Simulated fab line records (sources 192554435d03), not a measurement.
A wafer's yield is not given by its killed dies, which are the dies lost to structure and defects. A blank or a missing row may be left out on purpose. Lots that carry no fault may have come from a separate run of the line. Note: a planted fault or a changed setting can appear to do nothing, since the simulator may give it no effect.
Lot-split experiment ; flow n5_finfet ; on a route of 1938 steps: 7 lots, 21 wafers read

== SPLIT DETAILS ==
At N5_BEOL_M2_ETCH_69 (etches SiARC in CF4, target depth 15.6 nm, time 26 s), the setting bias_w was moved away from the recipe's 36 W on 8 of the 21 wafers read, by -13.6% to +10.6%. All remaining wafers had this setting at the recipe value.

Reading taken at the split's own step.

== THE READING ==
rf_vpp_V, in V, at N5_BEOL_M2_ETCH_69 (etches SiARC in CF4, target depth 15.6 nm, time 26 s). Fault-free wafers of this fab line usually give 183.7 V, standard deviation 1 V.

wafer;tool, chamber at the split;bias_w as run, W;against the recipe;rf_vpp_V, V;against lot-mates on the recipe
L076.1;rie_diel-06, 3;31.78;-11.7%;171.4;-11.5
L076.2;rie_diel-06, 1;36;recipe;182.1;-
L076.4;rie_diel-06, 0;36;recipe;183.7;-
L078.2;rie_diel-06, 0;36;recipe;183.2;-
L078.3;rie_diel-06, 2;36;recipe;184.5;-
L078.5;rie_diel-06, 2;36;recipe;184.4;-
L085.4;rie_diel-06, 1;33.1;-8.1%;175.4;-9.7
L085.5;rie_diel-06, 3;36;recipe;185.1;-
L085.6;rie_diel-06, 0;33.1;-8.1%;172.3;-12.8
L086.1;rie_diel-02, 3;36;recipe;184.2;-
L086.3;rie_diel-02, 2;36;recipe;183.2;-
L086.6;rie_diel-02, 2;36;recipe;182.5;-
L092.1;rie_diel-05, 2;33.47;-7.0%;175.5;-7.3
L092.2;rie_diel-05, 3;36;recipe;182.8;-
L092.5;rie_diel-05, 0;36;recipe;182.8;-
L093.2;rie_diel-06, 0;36;recipe;182.5;-
L093.4;rie_diel-06, 1;39.8;+10.6%;197.4;+14.9
L093.6;rie_diel-06, 1;39.8;+10.6%;198.7;+16.2
L096.2;rie_diel-02, 0;31.1;-13.6%;167.9;-16.3
L096.3;rie_diel-02, 1;36;recipe;184.2;-
L096.4;rie_diel-02, 0;31.1;-13.6%;168.1;-16.1

THE FIT
A straight line over all 21 wafers: rf_vpp_V changes by +1.21 V for each +1% of bias_w; r = +0.99; the points scatter about the line by 1.2 V.
The same after taking each lot's own level away (the mean of its wafers on the recipe; 21 wafers): +1.27 V for each +1%; r = +0.99; scatter 1.3 V.
According to that fit, moving bias_w by its largest amount changes the reading by 17 V.
From 182.50 to 185.10 V: that is the span of the lots' own levels, equal to 2.6 times the standard deviation above.
Consequently the slope shifts little with the lot-to-lot level, the two slopes agreeing.
Check: with one of the wafers moved furthest among these (-13.6%) left out of the fit, the line predicts -17 V for it against its lot-mates. It came out at -16.3 V against them.
Tool readings at the split's step, against how far the setting was moved: rf_vpp_V r = +0.99.

== THESE WAFERS: OTHER SPLITS ==
Before the reading, these wafers also passed through other splits. Each is held against what the fit with the lots' levels taken away leaves over:
other split on the same wafers;wafers away from the commonest value;r with rf_vpp_V (lot level and that fit taken away)
N5_BEOL_M2_ILD_DEP_00 time_s;7;+0.35
N5_BEOL_M2_COAT_73 spin_rpm;6;+0.18

== FILE'S OWN FIT ==
rf_vpp_V changes by +1.21 V for each +1% of bias_w, r = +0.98.
